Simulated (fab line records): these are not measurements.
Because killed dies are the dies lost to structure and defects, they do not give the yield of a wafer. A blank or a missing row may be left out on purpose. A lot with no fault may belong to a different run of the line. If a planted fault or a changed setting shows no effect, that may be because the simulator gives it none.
fab line records -- flow nandHarc -- part 1 of 2: steps 1 to 36 of 42
record lots=5, wafers=15, lastDay=24
route steps=1159 shown P_ZERO_WELL@48 P_STI@69
lots that met no fault: taken from a fault-free run of the same line
startH: the number of hours between the record's first day and the start of the first shown wafer of the lot -- waitH: hours from the lot's prior step to this one -- " repeats the value in the row above -- L1.1+2: one row covering several wafers at once -- - no value, or no start given -- * or withheld: withheld -- < > ~ a bound
route shown NAME@n: NAME is a module with steps in the file, n the number in the route of the first one -- usual: average and standard deviation across the fault-free wafers -- same: alike in all rows -- chamber/n: place in a boat -- sites: each site's reading -- _std_site: the standard deviation of these -- _edge_site: the outer-site mean with the inner-site mean subtracted -- radiusMm: for every site, how far away it sits from the centre of the wafer -- mask NAME#n: copy n -- behind: the last tool/chamber to shape the wafer -- hold: cause of the lot's hold/its duration in hours/its outcome -- device: the transistor (n, p or np) that didn't switch -- end of line: tests of these same wafers at the route's end -- for a step that has no rows: nothing shown but its recipe -- killed: dies that structure and defects cost at the first sort, which is not the same as the wafer's yield -- map: a wafer's dies, marking killed ones x, the rest . and places with no die _
set.NAME: the setting that was run; set.NAME@STEP: the one run at that earlier step -- model.NAME: the simulator's own value behind a step, which no gauge read
lots at some steps of the route; a table a step, a row a wafer
services: the hour from which a tool's chamber was out of use, counted from the record's first day as startH (under 0 if before that day), plus the number of hours and why
## steps
# step NHARC_P_ZERO_WELL_IMPLANT_59
# recipe energyKev=120, doseCm2=5e+12, tiltDeg=7
lot.wafer,tool,chamber,startH,waitH
L074.1+3+5,implanter-02,0,17.13,0.2
L078.1+2+4,implanter-01,0,40.76,0.1
L086.2+4+6,implanter-01,0,88.48,0.2
L091.1+2+3,implanter-02,0,118.65,0.1
L094.2+4+6,implanter-02,0,136.99,0.1
# step NHARC_P_ZERO_WELL_IMPLANT_60
# recipe energyKev=30, doseCm2=2e+12, tiltDeg=7
lot.wafer,tool,chamber,startH,waitH
L074.1+3+5,implanter-02,0,17.31,0.2
L078.1+2+4,implanter-01,0,40.94,0.1
L086.2+4+6,implanter-01,0,88.66,0.1
L091.1+2+3,implanter-02,0,118.83,0.2
L094.2+4+6,implanter-02,0,137.17,0.2
# step NHARC_P_ZERO_WELL_STRIP_41
# recipe timeS=840, tempC=130, chemistry=SPM
# usual bathHeatDutyPct=14.7/1.6
lot.wafer,tool,chamber,startH,waitH,bathHeatDutyPct
L074.5,wetBench-04,7,17.53,0.1,13.8
L074.3,wetBench-04,0,17.53,0.1,15.5
L074.1,wetBench-04,2,17.53,0.1,17.1
L078.4,wetBench-06,5,41.16,0.1,13.2
L078.1,wetBench-06,0,41.16,0.1,14.5
L078.2,wetBench-06,1,41.16,0.1,13.4
L086.6,wetBench-09,5,88.86,0.0,14.8
L086.4,wetBench-09,0,88.86,0.0,14.9
L086.2,wetBench-09,1,88.86,0.0,17.7
L091.3,wetBench-04,3,119.06,0.1,16.3
L091.1,wetBench-04,4,119.06,0.1,11.6
L091.2,wetBench-04,6,119.06,0.1,13.9
L094.6,wetBench-04,3,137.35,0.0,16.0
L094.2,wetBench-04,4,137.35,0.0,12.1
L094.4,wetBench-04,5,137.35,0.0,14.2
# step NHARC_P_ZERO_WELL_DEHYDRATE_44
# recipe tempC=150, timeS=120
lot.wafer,tool,chamber,startH,waitH
L074.1+3+5,lithoTrack-02,0,17.85,-
L078.1+2+4,lithoTrack-02,0,41.49,-
L086.2+4+6,lithoTrack-07,0,89.18,-
L091.1+2+3,lithoTrack-07,0,119.39,-
L094.2+4+6,lithoTrack-02,0,137.69,-
# step NHARC_P_ZERO_WELL_HMDS_45
# recipe timeS=30
lot.wafer,tool,chamber,startH,waitH
L074.1+3+5,lithoTrack-02,0,-,-
L078.1+2+4,lithoTrack-02,0,-,-
L086.2+4+6,lithoTrack-07,0,-,-
L091.1+2+3,lithoTrack-07,0,-,-
L094.2+4+6,lithoTrack-02,0,-,-
# step NHARC_P_ZERO_WELL_COAT_46
# recipe spinRpm=withheld
lot.wafer,tool,chamber,startH,waitH
L074.1+3+5,lithoTrack-02,0,-,-
L078.1+2+4,lithoTrack-02,0,-,-
L086.2+4+6,lithoTrack-07,0,-,-
L091.1+2+3,lithoTrack-07,0,-,-
L094.2+4+6,lithoTrack-02,0,-,-
# step NHARC_P_ZERO_WELL_SOFTBAKE_47
# recipe tempC=122, timeS=95
lot.wafer,tool,chamber,startH,waitH
L074.1+3+5,lithoTrack-02,0,-,-
L078.1+2+4,lithoTrack-02,0,-,-
L086.2+4+6,lithoTrack-07,0,-,-
L091.1+2+3,lithoTrack-07,0,-,-
L094.2+4+6,lithoTrack-02,0,-,-
# step NHARC_P_ZERO_WELL_EBR_48
lot.wafer,tool,chamber,startH,waitH
L074.1+3+5,lithoTrack-02,0,-,-
L078.1+2+4,lithoTrack-02,0,-,-
L086.2+4+6,lithoTrack-07,0,-,-
L091.1+2+3,lithoTrack-07,0,-,-
L094.2+4+6,lithoTrack-02,0,-,-
# step NHARC_P_ZERO_WELL_EXPOSE_49
# recipe na=0.6, targetCdNm=2000, doseMj=22.64, maskId=P_HVPW
# usual focusOffsetNm=0.0/0.55
lot.wafer,tool,chamber,startH,waitH,mask,focusOffsetNm
L074.1,krfScanner-04,0,18.12,-,P_HVPW#0,-0.3
L074.3,krfScanner-04,0,18.12,-,P_HVPW#0,-1.0
L074.5,krfScanner-04,0,18.12,-,P_HVPW#0,-1.1
L078.1,krfScanner-04,0,41.76,-,P_HVPW#0,-0.1
L078.2,krfScanner-04,0,41.76,-,P_HVPW#0,0.6
L078.4,krfScanner-04,0,41.76,-,P_HVPW#0,0.6
L086.2,krfScanner-01,0,89.33,-,P_HVPW#0,0.6
L086.4,krfScanner-01,0,89.33,-,P_HVPW#0,0.6
L086.6,krfScanner-01,0,89.33,-,P_HVPW#0,-0.2
L091.1,krfScanner-01,0,119.67,-,P_HVPW#0,0.1
L091.2,krfScanner-01,0,119.67,-,P_HVPW#0,0.2
L091.3,krfScanner-01,0,119.67,-,P_HVPW#0,0.3
L094.2,krfScanner-04,0,137.97,-,P_HVPW#0,-1.5
L094.4,krfScanner-04,0,137.97,-,P_HVPW#0,-0.6
L094.6,krfScanner-04,0,137.97,-,P_HVPW#0,0.2
# step NHARC_P_ZERO_WELL_PEB_50
# recipe pebTempC=118, pebTimeS=85
lot.wafer,tool,chamber,startH,waitH
L074.1+3+5,lithoTrack-03,0,18.19,0.1
L078.1+2+4,lithoTrack-07,0,41.83,0.1
L086.2+4+6,lithoTrack-02,0,89.39,0.1
L091.1+2+3,lithoTrack-07,0,119.73,0.1
L094.2+4+6,lithoTrack-03,0,138.04,0.1
# step NHARC_P_ZERO_WELL_DEVELOP_51
# recipe timeS=70
lot.wafer,tool,chamber,startH,waitH
L074.1+3+5,lithoTrack-03,0,-,-
L078.1+2+4,lithoTrack-07,0,-,-
L086.2+4+6,lithoTrack-02,0,-,-
L091.1+2+3,lithoTrack-07,0,-,-
L094.2+4+6,lithoTrack-03,0,-,-
# step NHARC_P_ZERO_WELL_CD_MEAS_52
# recipe targetCdNm=2000, landingEnergyEv=500
# usual cdNm=2000.2/1.3
lot.wafer,tool,chamber,startH,waitH,cdNm
L074.1,cdSem-02,0,18.28,-,2001.3
L074.3,cdSem-02,0,18.28,-,2001.0
L074.5,cdSem-02,0,18.28,-,1999.0
L078.1,cdSem-01,0,41.92,-,1999.4
L078.2,cdSem-01,0,41.92,-,1998.9
L078.4,cdSem-01,0,41.92,-,1998.9
L086.2,cdSem-03,0,89.49,-,2000.2
L086.4,cdSem-03,0,89.49,-,2001.4
L086.6,cdSem-03,0,89.49,-,2000.8
L091.1,cdSem-01,0,119.83,-,2000.5
L091.2,cdSem-01,0,119.83,-,1999.1
L091.3,cdSem-01,0,119.83,-,2000.9
L094.2,cdSem-01,0,138.13,-,1999.9
L094.4,cdSem-01,0,138.13,-,2000.3
L094.6,cdSem-01,0,138.13,-,1998.3
# step NHARC_P_ZERO_WELL_HARDBAKE_53
# recipe tempC=125, timeS=80
lot.wafer,tool,chamber,startH,waitH
L074.1+3+5,lithoTrack-03,0,18.36,-
L078.1+2+4,lithoTrack-07,0,42.00,-
L086.2+4+6,lithoTrack-07,0,89.57,-
L091.1+2+3,lithoTrack-07,0,119.91,-
L094.2+4+6,lithoTrack-07,0,138.21,-
# step NHARC_P_ZERO_WELL_DESCUM_54
# recipe timeS=3, o2FlowSccm=200, arFlowSccm=0, biasPowerW=0, chemistry=O2
# usual chamberPressureMTorr=60.01/0.057, drypumpMotorCurrentA=5.9/0.39, oesProductAu=0.999/0.0065, rfVppV=57.6/0.75, showerheadPlenumPTorr=1.88/0.046, throttleValvePct=11.311/0.0085
lot.wafer,tool,chamber,startH,waitH,chamberPressureMTorr,drypumpMotorCurrentA,oesProductAu,rfHoursCounterH,rfVppV,showerheadPlenumPTorr,throttleValvePct
L074.3,rieDiel-09,1,18.44,-,60.07,6.1,0.990,8,57.9,1.86,11.323
L074.1,rieDiel-09,3,18.44,-,59.93,6.2,0.999,7,59.0,1.98,11.312
L074.5,rieDiel-09,1,18.44,-,60.01,6.0,0.988,-,57.4,1.86,11.313
L078.2,rieDiel-09,0,42.08,-,59.98,6.0,0.995,8,59.3,1.85,11.303
L078.1,rieDiel-09,2,42.08,-,59.95,6.3,1.006,9,58.3,1.90,11.316
L078.4,rieDiel-09,3,42.08,-,59.97,6.2,0.999,8,57.6,1.98,11.314
L086.4,rieDiel-10,1,89.67,-,59.96,5.5,1.000,4,58.2,1.88,11.307
L086.2,rieDiel-10,2,89.67,-,59.98,6.0,0.992,4,58.0,1.88,11.310
L086.6,rieDiel-10,3,89.67,-,59.96,6.1,0.992,-,57.7,1.80,11.303
L091.2,rieDiel-09,3,120.00,-,59.97,6.2,1.002,2,57.9,1.98,11.316
L091.3,rieDiel-09,0,120.00,-,60.08,6.0,0.987,2,57.9,1.85,11.314
L091.1,rieDiel-09,1,120.00,-,60.08,6.0,0.998,2,56.9,1.85,11.315
L094.2,rieDiel-07,0,138.30,-,59.92,5.8,1.000,6,56.3,1.86,11.324
L094.4,rieDiel-07,1,138.30,-,60.02,5.6,0.998,7,58.9,1.91,11.308
L094.6,rieDiel-07,0,138.30,-,60.01,5.8,1.013,-,56.7,1.86,11.317
# step NHARC_P_ZERO_WELL_IMPLANT_55
# recipe energyKev=180, doseCm2=8e+11, tiltDeg=7
lot.wafer,tool,chamber,startH,waitH
L074.1+3+5,implanter-02,0,18.59,0.1
L078.1+2+4,implanter-01,0,42.23,0.1
L086.2+4+6,implanter-01,0,89.82,0.1
L091.1+2+3,implanter-01,0,120.14,0.1
L094.2+4+6,implanter-02,0,138.46,0.2
# step NHARC_P_ZERO_WELL_IMPLANT_61
# recipe energyKev=30, doseCm2=5e+11, tiltDeg=7
lot.wafer,tool,chamber,startH,waitH
L074.1+3+5,implanter-02,0,18.77,0.2
L078.1+2+4,implanter-01,0,42.41,0.1
L086.2+4+6,implanter-01,0,90.00,0.2
L091.1+2+3,implanter-01,0,120.32,0.2
L094.2+4+6,implanter-02,0,138.64,0.1
# step NHARC_P_ZERO_WELL_STRIP_56
# recipe timeS=840, tempC=130, chemistry=SPM
# usual bathHeatDutyPct=14.7/1.7
lot.wafer,tool,chamber,startH,waitH,bathHeatDutyPct
L074.1,wetBench-04,5,18.98,0.2,14.2
L074.3,wetBench-04,0,18.98,0.2,14.3
L074.5,wetBench-04,2,18.98,0.2,16.3
L078.4,wetBench-09,4,42.63,0.1,13.8
L078.1,wetBench-09,5,42.63,0.1,14.8
L078.2,wetBench-09,6,42.63,0.1,14.9
L086.6,wetBench-04,3,90.20,0.0,16.6
L086.2,wetBench-04,5,90.20,0.0,16.4
L086.4,wetBench-04,6,90.20,0.0,14.4
L091.1,wetBench-04,2,120.55,0.2,15.8
L091.3,wetBench-04,3,120.55,0.2,16.7
L091.2,wetBench-04,5,120.55,0.2,15.4
L094.4,wetBench-04,3,138.83,0.1,16.4
L094.2,wetBench-04,5,138.83,0.1,15.1
L094.6,wetBench-04,0,138.83,0.1,12.6
# step NHARC_P_ZERO_WELL_PRECLEAN_68
# recipe timeS=60, tempC=50, bathAgeMin=0, chemistry=SC1
# usual bathHeatDutyPct=7.1/0.86
lot.wafer,tool,chamber,startH,waitH,bathHeatDutyPct
L074.1,wetBench-04,5,-,-,7.1
L074.3,wetBench-04,0,-,-,6.7
L074.5,wetBench-04,2,-,-,7.5
L078.4,wetBench-09,4,-,-,7.4
L078.1,wetBench-09,5,-,-,6.7
L078.2,wetBench-09,6,-,-,7.0
L086.6,wetBench-04,3,-,-,7.7
L086.2,wetBench-04,5,-,-,7.6
L086.4,wetBench-04,6,-,-,6.4
L091.1,wetBench-04,2,-,-,7.4
L091.3,wetBench-04,3,-,-,8.0
L091.2,wetBench-04,5,-,-,6.6
L094.4,wetBench-04,3,-,-,7.9
L094.2,wetBench-04,5,-,-,8.1
L094.6,wetBench-04,0,-,-,6.9
# step NHARC_P_ZERO_WELL_SRD_69
lot.wafer,tool,chamber,startH,waitH
L074.1+3+5,wetBench-04,"5,0,2",-,-
L078.4+1+2,wetBench-09,"4,5,6",-,-
L086.6+2+4,wetBench-04,"3,5,6",-,-
L091.1+3+2,wetBench-04,"2,3,5",-,-
L094.4+2+6,wetBench-04,"3,5,0",-,-
# step NHARC_P_ZERO_WELL_RTA_42
# recipe tempC=1100, timeS=300
# usual lampPowerPct=35.0/1.8, wafer_temp_C_max=1106.3/1.9
lot.wafer,tool,chamber,startH,waitH,lampPowerPct,wafer_temp_C_max
L074.1,rtpAnneal-02,0,19.42,-,33.3,1108.9
L074.3,rtpAnneal-02,0,19.42,-,33.2,1106.8
L074.5,rtpAnneal-02,0,19.42,-,33.3,1108.2
L078.1,rtpAnneal-01,0,43.10,-,36.9,1106.6
L078.2,rtpAnneal-01,0,43.10,-,36.9,1103.5
L078.4,rtpAnneal-01,0,43.10,-,37.0,1103.8
L086.2,rtpAnneal-02,0,90.73,-,33.4,1107.8
L086.4,rtpAnneal-02,0,90.73,-,33.3,1106.8
L086.6,rtpAnneal-02,0,90.73,-,33.3,1107.3
L091.1,rtpAnneal-01,0,120.97,-,36.9,1106.1
L091.2,rtpAnneal-01,0,120.97,-,36.9,1104.3
L091.3,rtpAnneal-01,0,120.97,-,36.9,1105.4
L094.2,rtpAnneal-02,0,139.41,-,33.3,1107.3
L094.4,rtpAnneal-02,0,139.41,-,33.3,1106.0
L094.6,rtpAnneal-02,0,139.41,-,33.3,1109.1
# step NHARC_P_ZERO_WELL_INSPECT_43
# usual rawDefectCount=15/7.1
lot.wafer,tool,chamber,startH,waitH,rawDefectCount
L074.1,defectInspect-02,-,20.09,0.6,6
L074.3,defectInspect-02,-,20.09,0.6,5
L074.5,defectInspect-02,-,20.09,0.6,9
L078.1,defectInspect-01,-,43.78,0.6,15
L078.2,defectInspect-01,-,43.78,0.6,11
L078.4,defectInspect-01,-,43.78,0.6,16
L086.2,defectInspect-01,-,91.31,0.5,18
L086.4,defectInspect-01,-,91.31,0.5,10
L086.6,defectInspect-01,-,91.31,0.5,14
L091.1,defectInspect-02,-,121.65,0.6,10
L091.2,defectInspect-02,-,121.65,0.6,7
L091.3,defectInspect-02,-,121.65,0.6,9
L094.2,defectInspect-02,-,140.00,0.5,18
L094.4,defectInspect-02,-,140.00,0.5,12
L094.6,defectInspect-02,-,140.00,0.5,9
# step NHARC_P_STI_ETCH_26
# recipe targetDepthA=110, chemistry=dHF, material=SiO2
lot.wafer,tool,chamber,startH,waitH
L074.3+1+5,wetBench-01,"4,5,0",20.15,0.1
L078.2+4+1,wetBench-05,"3,4,6",43.83,0.0
L086.2+4+6,wetBench-01,"5,6,1",91.37,0.1
L091.3+2+1,wetBench-05,"0,2,3",121.71,0.0
L094.4+2+6,wetBench-02,"0,1,5",140.06,0.0
# step NHARC_P_STI_PRECLEAN_27
# recipe timeS=*, tempC=50, bathAgeMin=0, chemistry=SC1
# usual bathHeatDutyPct=7.1/0.82
lot.wafer,tool,chamber,startH,waitH,bathHeatDutyPct
L074.3,wetBench-01,4,20.21,0.0,9.0
L074.1,wetBench-01,5,20.21,0.0,7.9
L074.5,wetBench-01,0,20.21,0.0,6.7
L078.2,wetBench-05,3,43.90,0.1,7.1
L078.4,wetBench-05,4,43.90,0.1,8.6
L078.1,wetBench-05,6,43.90,0.1,7.2
L086.2,wetBench-01,5,91.42,0.0,8.0
L086.4,wetBench-01,6,91.42,0.0,6.6
L086.6,wetBench-01,1,91.42,0.0,6.4
L091.3,wetBench-05,0,121.77,0.1,7.4
L091.2,wetBench-05,2,121.77,0.1,6.4
L091.1,wetBench-05,3,121.77,0.1,6.3
L094.4,wetBench-02,0,140.12,0.1,6.1
L094.2,wetBench-02,1,140.12,0.1,8.8
L094.6,wetBench-02,5,140.12,0.1,7.6
# step NHARC_P_STI_SRD_28
lot.wafer,tool,chamber,startH,waitH
L074.3+1+5,wetBench-01,"4,5,0",-,-
L078.2+4+1,wetBench-05,"3,4,6",-,-
L086.2+4+6,wetBench-01,"5,6,1",-,-
L091.3+2+1,wetBench-05,"0,2,3",-,-
L094.4+2+6,wetBench-02,"0,1,5",-,-
# step NHARC_P_STI_OXIDE_29
# recipe targetThkA=100, tempC=900, oxTimeS=1362, material=SiO2
# usual spikeTcTopC=912.0/1.6, zonePowerBottomPct=28.0/1, zonePowerUpperPct=18.9/1.5
lot.wafer,tool,chamber,startH,waitH,spikeTcTopC,zonePowerBottomPct,zonePowerUpperPct
L074.1,furnace-04,0,21.87,-,913.4,27.1,19.8
L074.3,furnace-04,0,21.87,-,912.1,27.9,19.7
L074.5,furnace-04,0,21.87,-,913.1,28.0,19.9
L078.1,furnace-04,0,47.75,-,910.5,27.4,20.1
L078.2,furnace-04,0,47.75,-,911.4,27.7,19.5
L078.4,furnace-04,0,47.75,-,912.8,27.7,19.8
L086.2,furnace-04,0,95.39,-,912.6,27.5,19.8
L086.4,furnace-04,0,95.39,-,912.9,27.2,19.6
L086.6,furnace-04,0,95.39,-,911.9,27.2,19.5
L091.1,furnace-04,0,132.59,-,910.9,27.8,19.7
L091.2,furnace-04,0,132.59,-,912.4,27.5,19.7
L091.3,furnace-04,0,132.59,-,912.9,27.4,19.9
L094.2,furnace-03,0,142.11,-,911.8,27.3,17.6
L094.4,furnace-03,0,142.11,-,910.1,27.4,17.5
L094.6,furnace-03,0,142.11,-,910.3,28.0,17.5
# step NHARC_P_STI_HM_DEP_30
# recipe targetThkA=800, tempC=790, pressureMtorr=300, timeS=873, material=Si3N4
# usual spikeTcTopC=801.8/1.8, zonePowerBottomPct=20.6/2.9, zonePowerUpperPct=12.5/1.3
lot.wafer,tool,chamber,startH,waitH,spikeTcTopC,zonePowerBottomPct,zonePowerUpperPct
L074.1,lpcvd-01,0,29.16,3.6,802.6,18.0,11.2
L074.3,lpcvd-01,0,29.16,3.6,802.0,18.1,11.4
L074.5,lpcvd-01,0,29.16,3.6,802.2,18.1,11.4
L078.1,lpcvd-01,1,55.16,3.6,798.3,25.2,12.5
L078.2,lpcvd-01,1,55.16,3.6,797.5,24.9,12.6
L078.4,lpcvd-01,1,55.16,3.6,799.8,25.1,12.7
L086.2,lpcvd-02,1,102.71,3.6,801.8,20.7,14.7
L086.4,lpcvd-02,1,102.71,3.6,803.4,20.7,14.8
L086.6,lpcvd-02,1,102.71,3.6,802.7,20.6,14.9
L091.1,lpcvd-01,1,139.87,3.6,798.8,24.7,12.4
L091.2,lpcvd-01,1,139.87,3.6,799.6,24.6,12.3
L091.3,lpcvd-01,1,139.87,3.6,797.5,25.1,12.2
L094.2,lpcvd-01,0,149.40,3.6,803.2,18.2,11.5
L094.4,lpcvd-01,0,149.40,3.6,805.7,18.0,11.4
L094.6,lpcvd-01,0,149.40,3.6,801.8,18.5,11.4
# step NHARC_P_STI_DEHYDRATE_01
# recipe tempC=150, timeS=120
lot.wafer,tool,chamber,startH,waitH
L074.1+3+5,lithoTrack-02,0,32.83,0.4
L078.1+2+4,lithoTrack-03,0,60.44,0.4
L086.2+4+6,lithoTrack-05,0,106.27,0.4
L091.1+2+3,lithoTrack-05,0,145.13,0.4
L094.2+4+6,lithoTrack-02,0,153.04,0.4
# step NHARC_P_STI_HMDS_02
# recipe timeS=30
lot.wafer,tool,chamber,startH,waitH
L074.1+3+5,lithoTrack-02,0,-,-
L078.1+2+4,lithoTrack-03,0,-,-
L086.2+4+6,lithoTrack-05,0,-,-
L091.1+2+3,lithoTrack-05,0,-,-
L094.2+4+6,lithoTrack-02,0,-,-
# step NHARC_P_STI_COAT_41
# recipe tempC=200, timeS=65
lot.wafer,tool,chamber,startH,waitH
L074.1+3+5,lithoTrack-02,0,-,-
L078.1+2+4,lithoTrack-03,0,-,-
L086.2+4+6,lithoTrack-05,0,-,-
L091.1+2+3,lithoTrack-05,0,-,-
L094.2+4+6,lithoTrack-02,0,-,-
# step NHARC_P_STI_COAT_03
# recipe spinRpm=2000, resistThkNm=600
lot.wafer,tool,chamber,startH,waitH
L074.1+3+5,lithoTrack-02,0,-,-
L078.1+2+4,lithoTrack-03,0,-,-
L086.2+4+6,lithoTrack-05,0,-,-
L091.1+2+3,lithoTrack-05,0,-,-
L094.2+4+6,lithoTrack-02,0,-,-
# step NHARC_P_STI_SOFTBAKE_04
# recipe tempC=125, timeS=70
lot.wafer,tool,chamber,startH,waitH
L074.1+3+5,lithoTrack-02,0,-,-
L078.1+2+4,lithoTrack-03,0,-,-
L086.2+4+6,lithoTrack-05,0,-,-
L091.1+2+3,lithoTrack-05,0,-,-
L094.2+4+6,lithoTrack-02,0,-,-
# step NHARC_P_STI_EBR_05
lot.wafer,tool,chamber,startH,waitH
L074.1+3+5,lithoTrack-02,0,-,-
L078.1+2+4,lithoTrack-03,0,-,-
L086.2+4+6,lithoTrack-05,0,-,-
L091.1+2+3,lithoTrack-05,0,-,-
L094.2+4+6,lithoTrack-02,0,-,-
# step NHARC_P_STI_EXPOSE_06
# recipe na=0.55, targetCdNm=200, doseMj=37.69, maskId=P_STI
# usual focusOffsetNm=0.0/0.51
lot.wafer,tool,chamber,startH,waitH,mask,focusOffsetNm
L074.1,krfScanner-04,0,33.12,-,P_STI#0,-0.4
L074.3,krfScanner-04,0,33.12,-,P_STI#0,-0.3
L074.5,krfScanner-04,0,33.12,-,P_STI#0,-0.8
L078.1,krfScanner-04,0,60.74,-,P_STI#0,0.4
L078.2,krfScanner-04,0,60.74,-,P_STI#0,-0.3
L078.4,krfScanner-04,0,60.74,-,P_STI#0,0.4
L086.2,krfScanner-03,0,106.56,-,P_STI#0,1.0
L086.4,krfScanner-03,0,106.56,-,P_STI#0,0.2
L086.6,krfScanner-03,0,106.56,-,P_STI#0,-0.7
L091.1,krfScanner-02,0,145.42,-,P_STI#0,0.4
L091.2,krfScanner-02,0,145.42,-,P_STI#0,-0.7
L091.3,krfScanner-02,0,145.42,-,P_STI#0,-0.4
L094.2,krfScanner-03,0,153.21,-,P_STI#0,0.9
L094.4,krfScanner-03,0,153.21,-,P_STI#0,0.2
L094.6,krfScanner-03,0,153.21,-,P_STI#0,0.6
# step NHARC_P_STI_PEB_07
# recipe pebTempC=128, pebTimeS=80
lot.wafer,tool,chamber,startH,waitH
L074.1+3+5,lithoTrack-03,0,33.18,0.1
L078.1+2+4,lithoTrack-05,0,60.81,0.1
L086.2+4+6,lithoTrack-03,0,106.63,0.1
L091.1+2+3,lithoTrack-02,0,145.49,0.1
L094.2+4+6,lithoTrack-05,0,153.27,0.1
# step NHARC_P_STI_DEVELOP_08
# recipe timeS=50, devTempC=22
lot.wafer,tool,chamber,startH,waitH
L074.1+3+5,lithoTrack-03,0,-,-
L078.1+2+4,lithoTrack-05,0,-,-
L086.2+4+6,lithoTrack-03,0,-,-
L091.1+2+3,lithoTrack-02,0,-,-
L094.2+4+6,lithoTrack-05,0,-,-
# step NHARC_P_STI_CD_MEAS_09
# recipe targetCdNm=200, landingEnergyEv=500
# usual cdNm=201.3/1.6
lot.wafer,tool,chamber,startH,waitH,cdNm
L074.1,cdSem-02,0,33.28,-,203.6
L074.3,cdSem-02,0,33.28,-,202.7
L074.5,cdSem-02,0,33.28,-,203.7
L078.1,cdSem-01,0,60.89,-,202.6
L078.2,cdSem-01,0,60.89,-,202.8
L078.4,cdSem-01,0,60.89,-,201.3
L086.2,cdSem-01,0,106.72,-,200.2
L086.4,cdSem-01,0,106.72,-,199.1
L086.6,cdSem-01,0,106.72,-,200.5
L091.1,cdSem-02,0,145.57,-,201.6
L091.2,cdSem-02,0,145.57,-,199.9
L091.3,cdSem-02,0,145.57,-,200.2
L094.2,cdSem-02,0,153.35,-,198.4
L094.4,cdSem-02,0,153.35,-,200.8
L094.6,cdSem-02,0,153.35,-,199.9
